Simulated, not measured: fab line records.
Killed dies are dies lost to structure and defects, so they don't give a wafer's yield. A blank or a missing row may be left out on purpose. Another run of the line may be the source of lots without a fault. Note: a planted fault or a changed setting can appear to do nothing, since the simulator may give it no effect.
Which of the tools did it?	flow nand harc	15 lots with 45 wafers sampled at 5 steps, on a route of 1302 steps

== WHAT THE GAUGES SHOWED, per wafer ==
NHARC_P_GATE_CD_MEAS_59: target cd 720 nm. Usual: cd nm at 720.0 nm, with a standard deviation of 1.9.
lot	measured	on	cd nm (nm)	flag
L137	day 5 23:19	cd sem-01	723.8 719.6 719.9	
L139	day 6 15:57	cd sem-02	723.0 719.2 717.9	
L140	day 7 10:46	cd sem-01	717.1 722.1 719.3	
L141	day 7 18:36	cd sem-02	721.1 721.7 717.9	
L143	day 8 10:44	cd sem-02	717.5 719.9 719.7	
L142	day 8 13:38	cd sem-01	723.5 719.0 716.9	
L145	day 9 11:08	cd sem-01	720.8 722.1 720.8	
L148	day 10 12:49	cd sem-01	716.8 719.3 721.2	
L151	day 11 22:17	cd sem-03	719.1 718.0 722.0	
L152	day 12 09:35	cd sem-01	720.5 720.7 720.4	
L155	day 13 13:09	cd sem-01	723.2 717.5 720.1	
L156	day 14 00:39	cd sem-01	721.4 720.5 720.4	
L157	day 14 06:04	cd sem-03	721.4 720.6 721.4	
L158	day 15 01:13	cd sem-03	718.2 717.6 718.6	
L159	day 15 07:13	cd sem-01	718.9 717.9 722.0	

NHARC_P_CONTACT_CD_MEAS_12: target cd 90 nm. Usual: cd nm at 90.7 nm, with a standard deviation of 0.62.
lot	measured	on	cd nm (nm)	flag
L137	day 6 05:37	cd sem-03	90.8 90.3 90.8	
L139	day 6 22:59	cd sem-02	91.6 91.3 91.6	
L140	day 7 17:09	cd sem-03	91.0 90.8 90.6	
L141	day 8 01:00	cd sem-01	90.9 90.6 91.2	
L143	day 8 17:08	cd sem-02	90.6 91.0 90.3	
L142	day 8 20:01	cd sem-02	90.2 90.3 90.9	
L145	day 9 17:40	cd sem-01	90.9 90.9 91.5	
L148	day 10 19:07	cd sem-02	90.8 90.7 90.6	
L151	day 12 04:31	cd sem-03	74.7 75.1 74.5 74.3 75.0 74.4	OFF
L152	day 12 15:56	cd sem-02	79.2 79.0 79.5 79.0 78.9 79.4	OFF
L155	day 13 19:36	cd sem-03	80.5 80.6 80.6 80.7 80.8 80.8	OFF
L156	day 14 06:59	cd sem-02	89.5 89.7 89.9	
L157	day 14 12:26	cd sem-02	91.1 91.7 91.5	
L158	day 15 07:38	cd sem-03	90.1 91.0 90.5	
L159	day 15 14:05	cd sem-02	91.0 91.2 91.4	

NHARC_P_CONTACT_CD_MEAS_19. Usual: cd nm at 90.6 nm, with a standard deviation of 1.6.
lot	measured	on	cd nm (nm)	flag
L137	day 6 06:40	cd sem-01	91.8 90.8 88.8	
L139	day 7 00:30	cd sem-01	93.0 92.7 94.0	
L140	day 7 18:13	cd sem-01	89.0 90.0 87.4	
L141	day 8 02:04	cd sem-03	91.4 89.7 92.3	
L143	day 8 18:11	cd sem-03	90.7 90.1 90.8	
L142	day 8 21:04	cd sem-01	88.5 90.6 91.1	
L145	day 9 18:44	cd sem-02	92.1 90.9 90.3	
L148	day 10 20:10	cd sem-02	91.9 89.0 92.7	
L151	day 12 09:11	cd sem-03	73.8 74.9 75.1 73.8 74.7 75.4	OFF
L152	day 12 19:22	cd sem-02	79.4 80.4 83.3 79.0 80.3 83.3	OFF
L155	day 13 22:54	cd sem-01	80.3 79.2 80.1 80.2 79.2 79.9	OFF
L156	day 14 08:02	cd sem-01	89.2 89.0 89.5	
L157	day 14 13:29	cd sem-02	90.2 92.7 91.2	
L158	day 15 08:42	cd sem-02	91.1 89.7 93.7	
L159	day 15 15:08	cd sem-02	91.4 91.0 90.6	

== WHAT TOOL EACH LOT RAN ON (gives the tool, then ch and the chambers of the sampled wafers, and finally the start) ==
lot	NHARC_P_GATE_DESCUM_93	NHARC_P_CONTACT_EXPOSE_09
L137	rie diel-11 ch 2,3, day 6 01:11	arfi scanner-02 ch 0, day 6 05:28
L139	rie diel-02 ch 1,2,3, day 6 18:10	arfi scanner-01 ch 0, day 6 22:52
L140	rie diel-06 ch 1,2,3, day 7 12:40	arfi scanner-02 ch 0, day 7 17:01
L141	rie diel-11 ch 0,3, day 7 20:28	arfi scanner-03 ch 0, day 8 00:52
L143	rie diel-11 ch 1,2, day 8 12:37	arfi scanner-02 ch 0, day 8 16:59
L142	rie diel-06 ch 0,1,2, day 8 15:29	arfi scanner-01 ch 0, day 8 19:52
L145	rie diel-06 ch 0,1,2, day 9 13:00	arfi scanner-02 ch 0, day 9 17:32
L148	rie diel-02 ch 0,1,3, day 10 14:35	arfi scanner-01 ch 0, day 10 18:58
L151	rie diel-06 ch 0,1,2, day 12 00:08	arfi scanner-01 ch 0, day 12 04:23
L152	rie diel-06 ch 0,2,3, day 12 11:31	arfi scanner-01 ch 0, day 12 15:49
L155	rie diel-11 ch 1,3, day 13 15:01	arfi scanner-01 ch 0, day 13 19:28
L156	rie diel-11 ch 0,2, day 14 02:25	arfi scanner-02 ch 0, day 14 06:50
L157	rie diel-02 ch 2,3, day 14 07:56	arfi scanner-02 ch 0, day 14 12:17
L158	rie diel-11 ch 0,1,2, day 15 03:06	arfi scanner-03 ch 0, day 15 07:29
L159	rie diel-02 ch 1,3, day 15 09:04	arfi scanner-03 ch 0, day 15 13:57
- NHARC_P_GATE_DESCUM_93: chemistry O2, time 3 s.
- NHARC_P_CONTACT_EXPOSE_09: exposes mask P CA, target cd 90 nm.

== AS READ BY THE TOOLS THEMSELVES (means over the sampled wafers that have a number; for cases with no such wafer, the mark the record gives instead) ==
NHARC_P_GATE_DESCUM_93. Usual: drypump motor current A 5.7 A, standard deviation 0.42; oes product au 0.996 a.u., standard deviation 0.0096; rf vpp V 57.6 V, standard deviation 0.88; showerhead plenum p Torr 1.89 Torr, standard deviation 0.064; throttle valve pct 11.312 %, standard deviation 0.0091.
lot	tool	drypump motor current A (A)	oes product au (a.u.)	rf vpp V (V)	showerhead plenum p Torr (Torr)	throttle valve pct (%)	flag
L137	rie diel-11	6.0	0.998	58.4	1.94	11.317	
L139	rie diel-02	5.7	0.991	57.9	1.87	11.312	
L140	rie diel-06	5.9	0.996	57.2	1.95	11.311	
L141	rie diel-11	5.7	0.986	57.3	1.89	11.311	
L143	rie diel-11	5.6	1.002	57.6	1.93	11.305	
L142	rie diel-06	5.7	1.002	57.6	1.89	11.314	
L145	rie diel-06	5.7	0.991	57.3	1.89	11.320	
L148	rie diel-02	6.0	0.997	58.2	1.87	11.305	
L151	rie diel-06	5.7	1.004	57.9	1.88	11.313	
L152	rie diel-06	5.8	0.996	57.9	1.92	11.307	
L155	rie diel-11	5.6	1.001	57.7	1.90	11.310	
L156	rie diel-11	6.0	1.000	57.9	1.94	11.312	
L157	rie diel-02	5.4	0.998	57.0	1.81	11.317	
L158	rie diel-11	5.7	0.994	57.5	1.92	11.316	
L159	rie diel-02	6.0	0.993	57.6	1.92	11.312	

NHARC_P_CONTACT_EXPOSE_09. Usual: exposure dose mJ cm2 at 81.26, with a standard deviation of 0.082.
lot	tool	exposure dose mJ cm2	flag
L137	arfi scanner-02	81.28	
L139	arfi scanner-01	81.20	
L140	arfi scanner-02	81.21	
L141	arfi scanner-03	81.35	
L143	arfi scanner-02	81.34	
L142	arfi scanner-01	81.29	
L145	arfi scanner-02	81.21	
L148	arfi scanner-01	81.28	
L151	arfi scanner-01	63.04	OFF
L152	arfi scanner-01	66.59	OFF
L155	arfi scanner-01	69.52	OFF
L156	arfi scanner-02	81.29	
L157	arfi scanner-02	81.34	
L158	arfi scanner-03	81.35	
L159	arfi scanner-03	81.36	

== THE ANSWER, worked out from the rows above alone ==
Rule: take the mean of a lot's wafers that have a number; if it is more than 3 standard deviations from the usual mean, the lot is off. Also off: a lot with no number at a reading for which 4 or more lots have one. All remaining lots with rows at the step are treated as sound. First the gauges in route order, then the tools' own readings, where a lot's mean is used as printed above. The first step at which some lot is off is used, and at that step the reading that is off furthest; a lot without a number counts as furthest.
Off: L151, L152, L155, at NHARC_P_CONTACT_CD_MEAS_12 (cd nm).
If a tool, at a process step before that reading, ran all the lots that are off and no sound lot after the first of them, it fits. Not tried: the gauges at NHARC_P_CONTACT_CD_MEAS_12; whatever is off there is also off at NHARC_P_CONTACT_EXPOSE_09, on other tools, and gauge error can't account for it. One fits: NHARC_P_CONTACT_EXPOSE_09 on arfi scanner-01. A fault onset in the window from L148 (day 10 18:58, its last sound lot) to L151 (day 12 04:23, its first lot off) fits.
The tool's own readings at NHARC_P_CONTACT_EXPOSE_09 bear it out: on the lots that are off they differ by more than 5 times the standard deviation of the sound lots' means. exposure dose mJ cm2 reads 66.38 there against 81.29 on the sound lots.

== WHAT THE SIMULATOR HAD PUT IN ==
Process parameter drift: arfi scanner-01, from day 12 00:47 on, at NHARC_P_CONTACT_EXPOSE_09. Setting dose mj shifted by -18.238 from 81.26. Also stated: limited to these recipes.
Shown lots that were struck: L151, L152, L155. Same finding as the rule above.
